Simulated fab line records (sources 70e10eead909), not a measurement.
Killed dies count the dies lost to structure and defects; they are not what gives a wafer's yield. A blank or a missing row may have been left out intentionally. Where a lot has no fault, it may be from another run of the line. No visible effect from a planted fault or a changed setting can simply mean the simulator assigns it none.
fab line records | flow nand_harc
record: lots: 8 | wafers: 24 | last_day: 33
route steps=1302 shown A_CHANNEL_HOLE_D1@460 END@1301
lots untouched by any fault: they come from a run of this same line in which no faults occurred
start_h: hours from the record's first day to the start of the lot's first wafer shown | wait_h: hours elapsed since this lot's preceding step | " repeats the value in the row above | L1.1+2: a row that stands for several wafers | - either no value or no given start | * or withheld: withheld | < > ~ a bound
route shown NAME@n: names a module that has steps shown in the file, with the first one's number in the route | usual: the fault-free wafers' mean and standard deviation | same: alike in all rows | chamber/n: place in a boat | sites: the reading at each site | _std_site: their standard deviation | _edge_site: inner sites' mean taken away from outer sites' mean | radius_mm: for every site, how far away it sits from the centre of the wafer | mask NAME#n: copy n | behind: tool/chamber where the wafer was last shaped | hold: the reason the lot was held/the length of the hold in hours/how it ended | device: the transistor (n, p or np) that didn't switch | end of line: the same wafers' tests at the end of the route | a step without rows: its recipe alone | killed: at the first sort, the dies lost to defects and structure; wafer yield is something else | map: per-die view of a wafer (x killed, . not killed, _ where there is no die)
set.NAME: setting as actually run; set.NAME@STEP: the setting as run at that earlier step | model.NAME: the simulator's own value behind a step, which no gauge read
a sample of lots followed through the steps of the route, with each step as a table and each wafer as a row
services: a tool's chamber out of use, with start hour (start_h, from the record's first day; less than 0 if before it), hours out, and reason
== steps ==
step: NHARC_A_CHANNEL_HOLE_D1_PEB_08
recipe: peb_temp_c: 100 | peb_time_s: 65
usual: resist_line_temp_C: 23.02/0.13
lot.wafer | tool           | chamber | start_h | wait_h | resist_line_temp_C
L171.1    | litho_track-01 | 0       | 185.63  | 0.1    | 22.91
L171.4    | "              | 0       | "       | "      | 23.05
L171.5    | "              | 0       | "       | "      | 23.04
L173.4    | litho_track-01 | 0       | 208.77  | 0.0    | 23.20
L173.5    | "              | 0       | "       | "      | 23.11
L173.6    | "              | 0       | "       | "      | 23.04
L174.1    | litho_track-01 | 0       | 216.65  | 0.1    | 23.06
L174.3    | "              | 0       | "       | "      | 22.86
L174.6    | "              | 0       | "       | "      | 22.87
L176.1    | litho_track-01 | 0       | 235.12  | 0.1    | 23.01
L176.2    | "              | 0       | "       | "      | 23.09
L176.3    | "              | 0       | "       | "      | 22.93
L188.1    | litho_track-01 | 0       | 358.31  | 0.1    | 22.82
L188.2    | "              | 0       | "       | "      | 22.89
L188.3    | "              | 0       | "       | "      | 22.86
L190.2    | litho_track-06 | 0       | 380.58  | 0.1    | 23.08
L190.5    | "              | 0       | "       | "      | 23.22
L190.6    | "              | 0       | "       | "      | 23.18
L191.2    | litho_track-06 | 0       | 391.87  | 0.1    | 22.94
L191.4    | "              | 0       | "       | "      | 23.02
L191.5    | "              | 0       | "       | "      | 23.14
L193.2    | litho_track-04 | 0       | 407.06  | 0.1    | 23.00
L193.4    | "              | 0       | "       | "      | 23.16
L193.6    | "              | 0       | "       | "      | 23.04
step: NHARC_A_CHANNEL_HOLE_D1_CD_MEAS_10
recipe: target_cd_nm: 100 | landing_energy_ev: 500
usual: cd_nm: 100.0/0.49
lot.wafer | tool      | chamber | start_h | wait_h | cd_nm
L171.1    | cd_sem-02 | 0       | 185.71  | -      | 99.8
L171.4    | "         | 0       | "       | "      | 99.4
L171.5    | "         | 0       | "       | "      | 99.0
L173.4    | cd_sem-01 | 0       | 208.86  | -      | 100.1
L173.5    | "         | 0       | "       | "      | 100.4
L173.6    | "         | 0       | "       | "      | 100.0
L174.1    | cd_sem-01 | 0       | 216.73  | -      | 99.4
L174.3    | "         | 0       | "       | "      | 100.0
L174.6    | "         | 0       | "       | "      | 99.2
L176.1    | cd_sem-01 | 0       | 235.20  | -      | 100.5
L176.2    | "         | 0       | "       | "      | 99.4
L176.3    | "         | 0       | "       | "      | 99.4
L188.1    | cd_sem-02 | 0       | 358.39  | -      | 110.8
L188.2    | "         | 0       | "       | "      | 100.5
L188.3    | "         | 0       | "       | "      | 100.9
L190.2    | cd_sem-01 | 0       | 380.66  | -      | 99.9
L190.5    | "         | 0       | "       | "      | 100.0
L190.6    | "         | 0       | "       | "      | 100.3
L191.2    | cd_sem-03 | 0       | 391.95  | -      | 100.0
L191.4    | "         | 0       | "       | "      | 100.3
L191.5    | "         | 0       | "       | "      | 99.8
L193.2    | cd_sem-01 | 0       | 407.15  | -      | 99.6
L193.4    | "         | 0       | "       | "      | 100.2
L193.6    | "         | 0       | "       | "      | 100.7
step: NHARC_A_CHANNEL_HOLE_D1_ETCH_38
recipe: target_depth_a: 390 | over_etch_frac: 0.3 | time_s: 65 | ion_energy_ev: 80 | cf4_flow_sccm: 150 | ar_flow_sccm: 0 | rf_w: 300 | bias_w: 100 | chemistry: CF4
usual: drypump_motor_current_A: 5.6/0.53 | oes_product_au: 1.004/0.011 | rf_vpp_V: 150.9/1.2 | showerhead_plenum_p_Torr: 1.74/0.054 | throttle_valve_pct: 13.285/0.009
lot.wafer | tool        | chamber | start_h | wait_h | drypump_motor_current_A | oes_product_au | rf_hours_counter_h | rf_vpp_V | showerhead_plenum_p_Torr | throttle_valve_pct
L171.4    | rie_diel-11 | 2       | 185.99  | 0.1    | 4.8                     | 1.015          | 9                  | 152.0    | 1.78                     | 13.291
L171.1    | "           | 0       | "       | "      | 5.3                     | 1.010          | 11                 | 152.5    | 1.81                     | 13.279
L171.5    | "           | 2       | "       | "      | 4.8                     | 1.012          | -                  | 151.0    | 1.78                     | 13.295
L173.4    | rie_diel-11 | 3       | 209.14  | 0.1    | 6.4                     | 0.992          | 10                 | 151.5    | 1.73                     | 13.278
L173.6    | "           | 0       | "       | "      | 5.4                     | 1.011          | -                  | 151.6    | 1.81                     | 13.299
L173.5    | "           | 1       | "       | "      | 5.5                     | 1.001          | -                  | 150.1    | 1.66                     | 13.279
L174.1    | rie_diel-11 | 0       | 217.02  | 0.1    | 5.3                     | 1.009          | 14                 | 151.9    | 1.81                     | 13.300
L174.3    | "           | 1       | "       | "      | 5.5                     | 0.987          | 14                 | 148.6    | 1.66                     | 13.269
L174.6    | "           | 3       | "       | "      | 6.4                     | 0.985          | -                  | 151.1    | 1.73                     | 13.277
L176.2    | rie_diel-11 | 3       | 235.48  | 0.1    | 6.4                     | 0.984          | 13                 | 151.2    | 1.73                     | 13.284
L176.3    | "           | 0       | "       | "      | 5.4                     | 1.015          | 17                 | 151.3    | 1.81                     | 13.289
L176.1    | "           | 1       | "       | "      | 5.5                     | 0.981          | 17                 | 149.9    | 1.66                     | 13.287
L188.2    | rie_diel-11 | 3       | 358.66  | 0.1    | 6.4                     | 0.993          | 8                  | 150.3    | 1.73                     | 13.280
L188.3    | "           | 0       | "       | "      | 5.4                     | 1.020          | 7                  | 151.7    | 1.81                     | 13.276
L188.1    | "           | 1       | "       | "      | 5.5                     | 1.007          | 7                  | 149.8    | 1.66                     | 13.284
L190.2    | rie_diel-11 | 2       | 380.94  | 0.1    | 4.8                     | 1.000          | 10                 | 152.4    | 1.78                     | 13.278
L190.5    | "           | 3       | "       | "      | 6.4                     | 1.009          | -                  | 151.2    | 1.73                     | 13.293
L190.6    | "           | 0       | "       | "      | 5.4                     | 1.007          | -                  | 152.7    | 1.81                     | 13.292
L191.2    | rie_diel-01 | 2       | 392.22  | 0.1    | 6.1                     | 0.995          | 1                  | 152.7    | 1.81                     | 13.295
L191.4    | "           | 0       | "       | "      | 6.0                     | 1.008          | 1                  | 150.3    | 1.75                     | 13.275
L191.5    | "           | 2       | "       | "      | 6.1                     | 0.999          | -                  | 151.2    | 1.81                     | 13.276
L193.2    | rie_diel-11 | 2       | 407.43  | 0.1    | 4.8                     | 1.006          | 13                 | 152.6    | 1.78                     | 13.281
L193.4    | "           | 3       | "       | "      | 6.4                     | 0.996          | 13                 | 151.3    | 1.73                     | 13.300
L193.6    | "           | 1       | "       | "      | 5.5                     | 1.002          | -                  | 149.1    | 1.66                     | 13.279
step: NHARC_A_CHANNEL_HOLE_D1_ETCH_19
recipe: bias_v: 1200 | source_w: 2500 | pressure_mtorr: 15 | time_s: 34.5 | ar_flow_sccm: 375 | c4f8_flow_sccm: 28.8 | o2_flow_sccm: 96.2 | temp_c: -20 | target_depth_a: * | chemistry: C4F8/O2/Ar
usual: drypump_motor_current_A: 5.7/0.51 | showerhead_plenum_p_Torr: 3.69/0.11 | throttle_valve_pct: 37.038/0.0092
lot.wafer | tool        | chamber | start_h | wait_h | drypump_motor_current_A | rf_hours_counter_h | showerhead_plenum_p_Torr | throttle_valve_pct
L171.1    | har_etch-02 | 0       | 187.08  | 0.1    | 5.8                     | 298                | 3.81                     | 37.043
L171.4    | "           | 0       | "       | "      | 5.8                     | -                  | 3.81                     | 37.032
L171.5    | "           | 1       | "       | "      | 5.1                     | -                  | 3.81                     | 37.028
L173.4    | har_etch-01 | 1       | 213.63  | 3.0    | 5.3                     | -                  | 3.56                     | 37.017
L173.6    | "           | 0       | "       | "      | 6.4                     | -                  | 3.77                     | 37.032
L173.5    | "           | 1       | "       | "      | 5.3                     | -                  | 3.56                     | 37.056
L174.1    | har_etch-02 | 1       | 220.32  | 2.1    | 5.2                     | 317                | 3.80                     | 37.033
L174.3    | "           | 1       | "       | "      | 5.1                     | -                  | 3.80                     | 37.034
L174.6    | "           | 1       | "       | "      | 5.1                     | -                  | 3.80                     | 37.024
L176.2    | har_etch-01 | 0       | 237.86  | 1.3    | 6.4                     | 118                | 3.76                     | 37.030
L176.1    | "           | 1       | "       | "      | 5.3                     | 118                | 3.55                     | 37.044
L176.3    | "           | 0       | "       | "      | 6.4                     | -                  | 3.76                     | 37.042
L188.2    | har_etch-01 | 1       | 359.75  | 0.1    | 5.3                     | 187                | 3.51                     | 37.032
L188.1    | "           | 0       | "       | "      | 6.4                     | 187                | 3.72                     | 37.047
L188.3    | "           | 0       | "       | "      | 6.4                     | -                  | 3.72                     | 37.047
L190.2    | har_etch-01 | 0       | 383.38  | 1.4    | 6.4                     | 203                | 3.71                     | 37.049
L190.5    | "           | 1       | "       | "      | 5.3                     | -                  | 3.50                     | 37.018
L190.6    | "           | 0       | "       | "      | 6.4                     | -                  | 3.71                     | 37.013
L191.2    | har_etch-01 | 1       | 395.11  | 1.9    | 5.3                     | 214                | 3.50                     | 37.022
L191.4    | "           | 0       | "       | "      | 6.4                     | -                  | 3.71                     | 37.030
L191.5    | "           | 1       | "       | "      | 5.3                     | -                  | 3.50                     | 37.033
L193.2    | har_etch-02 | 0       | 408.52  | 0.1    | 5.8                     | 11                 | 3.74                     | 37.035
L193.4    | "           | 1       | "       | "      | 5.2                     | -                  | 3.75                     | 37.033
L193.6    | "           | 1       | "       | "      | 5.1                     | -                  | 3.75                     | 37.040
step: NHARC_A_CHANNEL_HOLE_D1_ETCH_44
recipe: target_depth_a: 1400 | overetch_a: 140 | time_s: 77 | ion_energy_ev: 100 | cf4_flow_sccm: 80 | o2_flow_sccm: 20 | ar_flow_sccm: 0 | rf_w: 300 | bias_w: 100 | chemistry: CF4/O2
usual: drypump_motor_current_A: 5.5/0.55 | oes_product_au: 1.004/0.01 | rf_vpp_V: 197.5/1.3 | showerhead_plenum_p_Torr: 1.32/0.048 | throttle_valve_pct: 13.397/0.009
lot.wafer | tool        | chamber | start_h | wait_h | drypump_motor_current_A | oes_product_au | rf_hours_counter_h | rf_vpp_V | showerhead_plenum_p_Torr | throttle_valve_pct
L171.4    | rie_diel-11 | 0       | 191.80  | 0.1    | 5.3                     | 1.016          | 12                 | 196.6    | 1.37                     | 13.387
L171.1    | "           | 1       | "       | "      | 5.5                     | 1.000          | 12                 | 197.1    | 1.25                     | 13.403
L171.5    | "           | 1       | "       | "      | 5.5                     | 0.999          | -                  | 194.7    | 1.25                     | 13.404
L173.4    | rie_diel-01 | 3       | 218.29  | 0.1    | 5.3                     | 1.011          | 5                  | 197.7    | 1.29                     | 13.414
L173.5    | "           | 3       | "       | "      | 5.3                     | 1.009          | -                  | 197.7    | 1.29                     | 13.375
L173.6    | "           | 0       | "       | "      | 6.0                     | 0.999          | -                  | 198.1    | 1.34                     | 13.404
L174.1    | rie_diel-11 | 0       | 225.09  | 0.1    | 5.4                     | 1.002          | 16                 | 200.1    | 1.37                     | 13.392
L174.3    | "           | 1       | "       | "      | 5.5                     | 0.995          | 16                 | 195.2    | 1.25                     | 13.398
L174.6    | "           | 3       | "       | "      | 6.4                     | 0.985          | -                  | 196.7    | 1.30                     | 13.406
L176.2    | rie_diel-11 | 2       | 242.59  | 0.1    | 4.8                     | 1.019          | 14                 | 196.8    | 1.34                     | 13.394
L176.1    | "           | 0       | "       | "      | 5.3                     | 1.005          | 17                 | 198.2    | 1.37                     | 13.404
L176.3    | "           | 1       | "       | "      | 5.5                     | 1.005          | 17                 | 196.1    | 1.25                     | 13.399
L188.2    | rie_diel-11 | 0       | 364.46  | 0.1    | 5.4                     | 1.006          | 7                  | 198.4    | 1.36                     | 13.394
L188.1    | "           | 2       | "       | "      | 4.8                     | 0.993          | 9                  | 196.6    | 1.34                     | 13.377
L188.3    | "           | 3       | "       | "      | 6.4                     | 0.996          | 9                  | 198.0    | 1.30                     | 13.393
L190.2    | rie_diel-11 | 2       | 388.08  | 0.1    | 4.8                     | 0.997          | 11                 | 197.0    | 1.34                     | 13.393
L190.6    | "           | 1       | "       | "      | 5.5                     | 1.006          | -                  | 196.9    | 1.25                     | 13.395
L190.5    | "           | 2       | "       | "      | 4.8                     | 1.004          | -                  | 198.5    | 1.34                     | 13.404
L191.4    | rie_diel-11 | 2       | 399.80  | 0.1    | 4.8                     | 1.000          | 12                 | 198.2    | 1.34                     | 13.393
L191.2    | "           | 3       | "       | "      | 6.4                     | 0.993          | 12                 | 197.2    | 1.30                     | 13.404
L191.5    | "           | 1       | "       | "      | 5.5                     | 1.011          | -                  | 195.9    | 1.25                     | 13.393
L193.2    | rie_diel-11 | 0       | 413.23  | 0.1    | 5.3                     | 1.024          | 11                 | 198.6    | 1.36                     | 13.413
L193.4    | "           | 1       | "       | "      | 5.5                     | 1.006          | 12                 | 194.2    | 1.25                     | 13.400
L193.6    | "           | 0       | "       | "      | 5.3                     | 1.030          | -                  | 199.6    | 1.36                     | 13.404
step: NHARC_A_CHANNEL_HOLE_D1_CD_MEAS_30
usual: cd_nm: 89.8/1.1
lot.wafer | tool      | chamber | start_h | wait_h | cd_nm
L171.1    | cd_sem-01 | -       | 192.60  | -      | 89.9
L171.4    | "         | -       | "       | "      | 87.9
L171.5    | "         | -       | "       | "      | 89.2
L173.4    | cd_sem-02 | -       | 219.13  | 0.1    | 89.6
L173.5    | "         | -       | "       | "      | 92.3
L173.6    | "         | -       | "       | "      | 89.2
L174.1    | cd_sem-02 | -       | 225.87  | -      | 90.3
L174.3    | "         | -       | "       | "      | 89.3
L174.6    | "         | -       | "       | "      | 88.6
L176.1    | cd_sem-01 | -       | 243.38  | -      | 90.7
L176.2    | "         | -       | "       | "      | 90.3
L176.3    | "         | -       | "       | "      | 88.3
L188.1    | cd_sem-01 | -       | 365.30  | 0.1    | 101.7
L188.2    | "         | -       | "       | "      | 89.3
L188.3    | "         | -       | "       | "      | 91.2
L190.2    | cd_sem-01 | -       | 388.86  | -      | 90.7
L190.5    | "         | -       | "       | "      | 89.2
L190.6    | "         | -       | "       | "      | 90.5
L191.2    | cd_sem-01 | -       | 400.58  | -      | 88.8
L191.4    | "         | -       | "       | "      | 91.2
L191.5    | "         | -       | "       | "      | 89.6
L193.2    | cd_sem-03 | -       | 414.03  | -      | 88.6
L193.4    | "         | -       | "       | "      | 89.4
L193.6    | "         | -       | "       | "      | 88.5
step: NHARC_A_CHANNEL_HOLE_D1_XSEM_31
recipe: landing_energy_ev: 35000
usual: bot_cd_nm: 74.4/1.3 | bow_nm: 8.7/0.32 | tilt_deg: 0.08/0.038
lot.wafer | tool    | chamber | start_h | wait_h | bot_cd_nm | bow_nm | tilt_deg
L171.1    | xsem-02 | 0       | 192.70  | 0.1    | 73.1      | 9.0    | 0.05
L171.4    | "       | 0       | "       | "      | 71.5      | 8.9    | 0.05
L171.5    | "       | 0       | "       | "      | 73.8      | 9.0    | 0.05
L173.4    | xsem-02 | 0       | 219.22  | 0.1    | 73.3      | 8.5    | 0.10
L173.5    | "       | 0       | "       | "      | 75.7      | 8.5    | 0.09
L173.6    | "       | 0       | "       | "      | 72.1      | 8.6    | 0.09
L174.1    | xsem-01 | 0       | 225.96  | 0.1    | 74.7      | 8.4    | 0.12
L174.3    | "       | 0       | "       | "      | 73.4      | 8.4    | 0.12
L174.6    | "       | 0       | "       | "      | 73.3      | 8.4    | 0.12
L176.1    | xsem-02 | 0       | 243.48  | 0.1    | 75.7      | 8.4    | 0.17
L176.2    | "       | 0       | "       | "      | 75.5      | 8.5    | 0.17
L176.3    | "       | 0       | "       | "      | 74.6      | 8.4    | 0.17
L188.1    | xsem-02 | 0       | 365.40  | 0.1    | 86.0      | 8.4    | 0.08
L188.2    | "       | 0       | "       | "      | 73.9      | 8.4    | 0.07
L188.3    | "       | 0       | "       | "      | 76.2      | 8.3    | 0.08
L190.2    | xsem-01 | 0       | 388.95  | 0.1    | 75.6      | 9.0    | 0.05
L190.5    | "       | 0       | "       | "      | 73.6      | 8.9    | 0.05
L190.6    | "       | 0       | "       | "      | 75.1      | 9.0    | 0.05
L191.2    | xsem-02 | 0       | 400.68  | 0.1    | 73.3      | 8.4    | 0.09
L191.4    | "       | 0       | "       | "      | 75.1      | 8.4    | 0.09
L191.5    | "       | 0       | "       | "      | 73.6      | 8.5    | 0.09
L193.2    | xsem-01 | 0       | 414.12  | 0.1    | 73.1      | 9.6    | 0.12
L193.4    | "       | 0       | "       | "      | 74.2      | 9.6    | 0.12
L193.6    | "       | 0       | "       | "      | 72.5      | 9.5    | 0.12
step: NHARC_END_WLT_00
usual: VT_DECK1_BOTTOM: 0.874/0.0087 | VT_DECK1_BOTTOM_INNER: 0.874/0.009 | VT_DECK1_MEDIAN_NEAR_BOTTOM: 0.875/0.0094 | VT_DECK1_MEDIAN_NEAR_BOTTOM_INNER: 0.874/0.01 | VT_DECK1_MIDDLE: 0.887/0.01 | VT_DECK1_MIDDLE_INNER: 0.887/0.0092 | VT_DECK1_TOP: 0.899/0.01 | VT_DECK1_TOP_INNER: 0.899/0.0094 | VT_DECK2_BOTTOM: 0.875/0.0076 | VT_DECK2_BOTTOM_INNER: 0.876/0.0072 | VT_DECK2_MEDIAN_NEAR_BOTTOM: 0.876/0.0075 | VT_DECK2_MEDIAN_NEAR_BOTTOM_INNER: 0.877/0.0082 | VT_DECK2_MIDDLE: 0.889/0.0073 | VT_DECK2_MIDDLE_INNER: 0.889/0.0081 | VT_DECK2_TOP: 0.901/0.0074 | VT_DECK2_TOP_INNER: 0.901/0.0073
lot.wafer | tool      | chamber | start_h | wait_h | VT_DECK1_BOTTOM | VT_DECK1_BOTTOM_INNER | VT_DECK1_MEDIAN_NEAR_BOTTOM | VT_DECK1_MEDIAN_NEAR_BOTTOM_INNER | VT_DECK1_MIDDLE | VT_DECK1_MIDDLE_INNER | VT_DECK1_TOP | VT_DECK1_TOP_INNER | VT_DECK2_BOTTOM | VT_DECK2_BOTTOM_INNER | VT_DECK2_MEDIAN_NEAR_BOTTOM | VT_DECK2_MEDIAN_NEAR_BOTTOM_INNER | VT_DECK2_MIDDLE | VT_DECK2_MIDDLE_INNER | VT_DECK2_TOP | VT_DECK2_TOP_INNER
L171.1    | prober-02 | -       | 569.82  | 0.1    | 0.861           | 0.868                 | 0.866                       | 0.861                             | 0.873           | 0.874                 | 0.890        | 0.890              | 0.882           | 0.876                 | 0.891                       | 0.886                             | 0.907           | 0.912                 | 0.912        | 0.909
L171.4    | "         | -       | 571.33  | 1.6    | 0.858           | 0.851                 | 0.851                       | 0.866                             | 0.871           | 0.872                 | 0.886        | 0.887              | 0.875           | 0.876                 | 0.876                       | 0.885                             | 0.903           | 0.892                 | 0.907        | 0.908
L171.5    | "         | -       | "       | "      | 0.862           | 0.863                 | 0.857                       | 0.865                             | 0.870           | 0.871                 | 0.875        | 0.889              | 0.888           | 0.884                 | 0.878                       | 0.881                             | 0.894           | 0.898                 | 0.916        | 0.905
L173.4    | prober-01 | -       | 579.07  | 3.4    | 0.869           | 0.880                 | 0.875                       | 0.876                             | 0.892           | 0.890                 | 0.892        | 0.907              | 0.868           | 0.867                 | 0.866                       | 0.872                             | 0.883           | 0.890                 | 0.901        | 0.890
L173.5    | "         | -       | "       | "      | 0.885           | 0.883                 | 0.887                       | 0.884                             | 0.892           | 0.895                 | 0.906        | 0.909              | 0.872           | 0.867                 | 0.872                       | 0.876                             | 0.880           | 0.885                 | 0.894        | 0.897
L173.6    | "         | -       | "       | "      | 0.873           | 0.871                 | 0.883                       | 0.871                             | 0.895           | 0.885                 | 0.901        | 0.913              | 0.869           | 0.869                 | 0.865                       | 0.872                             | 0.891           | 0.882                 | 0.902        | 0.895
L174.1    | prober-02 | -       | 590.61  | 0.1    | 0.881           | 0.874                 | 0.885                       | 0.880                             | 0.891           | 0.885                 | 0.893        | 0.906              | 0.883           | 0.878                 | 0.887                       | 0.880                             | 0.894           | 0.904                 | 0.915        | 0.916
L174.3    | "         | -       | "       | "      | 0.880           | 0.874                 | 0.881                       | 0.874                             | 0.892           | 0.882                 | 0.899        | 0.901              | 0.895           | 0.889                 | 0.893                       | 0.891                             | 0.894           | 0.900                 | 0.912        | 0.907
L174.6    | "         | -       | 593.07  | 2.5    | 0.881           | 0.868                 | 0.876                       | 0.870                             | 0.882           | 0.885                 | 0.906        | 0.906              | 0.886           | 0.882                 | 0.888                       | 0.887                             | 0.892           | 0.901                 | 0.909        | 0.908
L176.1    | prober-02 | -       | 610.81  | 0.1    | 0.873           | 0.877                 | 0.875                       | 0.884                             | 0.889           | 0.897                 | 0.906        | 0.908              | 0.881           | 0.888                 | 0.883                       | 0.889                             | 0.894           | 0.896                 | 0.904        | 0.913
L176.2    | "         | -       | "       | "      | 0.880           | 0.879                 | 0.883                       | 0.878                             | 0.885           | 0.891                 | 0.901        | 0.905              | 0.891           | 0.889                 | 0.890                       | 0.896                             | 0.898           | 0.896                 | 0.919        | 0.916
L176.3    | "         | -       | "       | "      | 0.872           | 0.873                 | 0.876                       | 0.872                             | 0.893           | 0.881                 | 0.904        | 0.899              | 0.894           | 0.889                 | 0.887                       | 0.892                             | 0.902           | 0.901                 | 0.912        | 0.907
L188.1    | prober-01 | -       | 755.99  | 7.9    | 0.900           | 0.904                 | 0.909                       | 0.900                             | 0.914           | 0.915                 | 0.912        | 0.919              | 0.864           | 0.871                 | 0.867                       | 0.876                             | 0.887           | 0.889                 | 0.899        | 0.900
L188.2    | "         | -       | "       | "      | 0.878           | 0.868                 | 0.869                       | 0.879                             | 0.883           | 0.884                 | 0.888        | 0.902              | 0.869           | 0.881                 | 0.876                       | 0.879                             | 0.886           | 0.895                 | 0.901        | 0.912
L188.3    | "         | -       | "       | "      | 0.877           | 0.874                 | 0.880                       | 0.872                             | 0.881           | 0.885                 | 0.904        | 0.903              | 0.875           | 0.874                 | 0.875                       | 0.873                             | 0.879           | 0.878                 | 0.892        | 0.899
L190.2    | prober-02 | -       | 768.56  | 0.6    | 0.876           | 0.884                 | 0.889                       | 0.894                             | 0.900           | 0.902                 | 0.907        | 0.907              | 0.878           | 0.869                 | 0.874                       | 0.875                             | 0.894           | 0.885                 | 0.901        | 0.900
L190.5    | "         | -       | 770.08  | 2.1    | 0.876           | 0.876                 | 0.876                       | 0.881                             | 0.903           | 0.897                 | 0.919        | 0.908              | 0.875           | 0.875                 | 0.880                       | 0.878                             | 0.885           | 0.890                 | 0.903        | 0.910
L190.6    | "         | -       | "       | "      | 0.888           | 0.888                 | 0.873                       | 0.885                             | 0.896           | 0.904                 | 0.914        | 0.902              | 0.876           | 0.879                 | 0.879                       | 0.878                             | 0.889           | 0.887                 | 0.899        | 0.900
L191.2    | prober-01 | -       | 776.38  | 1.7    | 0.876           | 0.877                 | 0.871                       | 0.871                             | 0.885           | 0.889                 | 0.906        | 0.901              | 0.874           | 0.874                 | 0.872                       | 0.872                             | 0.886           | 0.881                 | 0.894        | 0.895
L191.4    | "         | -       | "       | "      | 0.883           | 0.876                 | 0.884                       | 0.882                             | 0.894           | 0.884                 | 0.901        | 0.905              | 0.858           | 0.866                 | 0.862                       | 0.857                             | 0.883           | 0.875                 | 0.883        | 0.891
L191.5    | "         | -       | "       | "      | 0.874           | 0.877                 | 0.874                       | 0.867                             | 0.890           | 0.890                 | 0.897        | 0.905              | 0.870           | 0.866                 | 0.863                       | 0.867                             | 0.884           | 0.885                 | 0.893        | 0.893
L193.2    | prober-01 | -       | 793.64  | 0.5    | 0.868           | 0.861                 | 0.860                       | 0.854                             | 0.877           | 0.874                 | 0.885        | 0.883              | 0.860           | 0.865                 | 0.864                       | 0.866                             | 0.880           | 0.878                 | 0.892        | 0.902
L193.4    | "         | -       | 794.64  | 1.5    | 0.867           | 0.866                 | 0.871                       | 0.872                             | 0.879           | 0.870                 | 0.886        | 0.887              | 0.868           | 0.868                 | 0.872                       | 0.867                             | 0.884           | 0.881                 | 0.886        | 0.890
L193.6    | "         | -       | 795.64  | 2.5    | 0.862           | 0.869                 | 0.869                       | 0.864                             | 0.886           | 0.878                 | 0.888        | 0.886              | 0.864           | 0.869                 | 0.865                       | 0.871                             | 0.884           | 0.878                 | 0.901        | 0.891
step: NHARC_END_SORT_01
recipe: temp_c: 25
usual: killed_at_array: 63/17 | killed_at_other: 0.8/1.1 | killed_at_periphery: 3.5/3 | killed_dies: 67/17 | killed_open: 3.1/1.6 | killed_short: 2.6/1.4
same: gross_dies: 677
lot.wafer | tool      | chamber | start_h | wait_h | killed_at_array | killed_at_other | killed_at_periphery | killed_dies | killed_open | killed_short
L188.1    | prober-01 | 0       | 758.98  | 2.5    | 69              | 0               | 2                   | 71          | 6           | 3
L188.2    | prober-01 | 0       | 759.77  | 2.8    | 57              | 0               | 2                   | 59          | 4           | 2
L188.3    | prober-01 | 0       | 760.57  | 3.1    | 58              | 0               | 1                   | 59          | 2           | 4
killed by level:class
L188.1 A_CHANNEL_HOLE_D2:chamber_film_flake=25 A_CHANNEL_HOLE_D1:chamber_film_flake=9 A_STAIRCASE:chamber_film_flake=8 A_CHANNEL_HOLE_D1:area_peb=8 A_SLIT:chamber_film_flake=6 A_CONTACT:chamber_film_flake=2 P_CONTACT:geometric_particle:open=1 A_CHANNEL_FILL_D1:geometric_particle:open=1
L188.2 A_CHANNEL_HOLE_D2:chamber_film_flake=23 A_CHANNEL_HOLE_D1:chamber_film_flake=14 A_CONTACT:chamber_film_flake=4 A_STAIRCASE:chamber_film_flake=3 A_SLIT:chamber_film_flake=3 A_CONTACT:area_dep=3 A_DECK1_JOINT:geometric_particle:open=2 P_M2:geometric_particle:short=1
L188.3 A_CHANNEL_HOLE_D2:chamber_film_flake=24 A_CHANNEL_HOLE_D1:chamber_film_flake=9 A_STAIRCASE:chamber_film_flake=8 A_SLIT:chamber_film_flake=7 A_DECK1_JOINT:chamber_film_flake=3 P_M0:geometric_particle:open=1 A_SOURCE_PLATE:geometric_particle:short=1 A_CHANNEL_FILL_D1:geometric_particle:short=1
== services ==
tool           | chamber | start_h | hours | kind
litho_track-06 | -       | 179.00  | 7.0   | pm
rie_diel-11    | 0       | 185.53  | -     | clean
rie_diel-11    | 1       | 185.53  | -     | clean
rie_diel-11    | 2       | 185.53  | -     | clean
rie_diel-11    | 3       | 185.53  | -     | clean
litho_track-04 | -       | 203.00  | 7.0   | pm
rie_diel-01    | -       | 203.84  | 9.0   | pm
rie_diel-11    | 0       | 210.03  | -     | clean
rie_diel-11    | 1       | 210.03  | -     | clean
rie_diel-11    | 2       | 210.03  | -     | clean
rie_diel-11    | 3       | 210.03  | -     | clean
rie_diel-11    | 2       | 215.92  | 5.0   | repair
rie_diel-11    | 0       | 234.53  | -     | clean
rie_diel-11    | 1       | 234.53  | -     | clean
rie_diel-11    | -       | 255.50  | 9.0   | pm
rie_diel-01    | 2       | 290.69  | 1.6   | repair
rie_diel-11    | 0       | 329.61  | 7.2   | repair
litho_track-01 | -       | 330.00  | 7.0   | pm
litho_track-06 | -       | 354.00  | 7.0   | pm
xsem-01        | -       | 374.00  | 14.0  | pm
har_etch-02    | -       | 377.00  | 17.0  | pm
litho_track-04 | -       | 378.00  | 7.0   | pm
rie_diel-01    | -       | 380.84  | 9.0   | pm
rie_diel-11    | -       | 386.13  | 0.5   | repair
== key ==
first_sign: step: NHARC_A_CHANNEL_HOLE_D1_CD_MEAS_10 | reading: cd_nm | direction: up | sigmas: 22 | usual: 100.0 | struck: 110.8
effect: step: NHARC_A_CHANNEL_HOLE_D1_CD_MEAS_30 | reading: cd_nm | direction: up | sigmas: 11 | usual: 89.8 | struck: 101.7
effect: step: NHARC_A_CHANNEL_HOLE_D1_XSEM_31 | reading: bot_cd_nm | direction: up | sigmas: 9.3 | usual: 74.4 | struck: 86.0
effect: step: NHARC_END_WLT_00 | reading: VT_DECK1_MEDIAN_NEAR_BOTTOM | direction: up | sigmas: 3.6 | usual: 0.875 | struck: 0.909
met_at NHARC_A_CHANNEL_HOLE_D1_PEB_08
struck_lots L188
struck_wafers L188.1
tester_left_out L188
not_acting_at NHARC_A_CHANNEL_HOLE_D1_ETCH_38,NHARC_A_CHANNEL_HOLE_D1_ETCH_19,NHARC_A_CHANNEL_HOLE_D1_ETCH_44
onset_between 235.12 358.31
fault: kind: process_parameter_drift | tool: litho_track-01 | chamber: - | onset_h: 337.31 | steps: NHARC_A_CHANNEL_HOLE_D1_PEB_08 | channel: peb_time_s | offset: * | shape: step | end_h: 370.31 | scope: struck_wafers_only | acts_in: * | stated: *
tester_left_out: of these lots the tester's yield and bins aren't shown, on N5 and GAA mostly nor the transistor test; their killed dies are dies lost to structure and defects alone, not to doping, threshold or leakage, so they don't give the yield
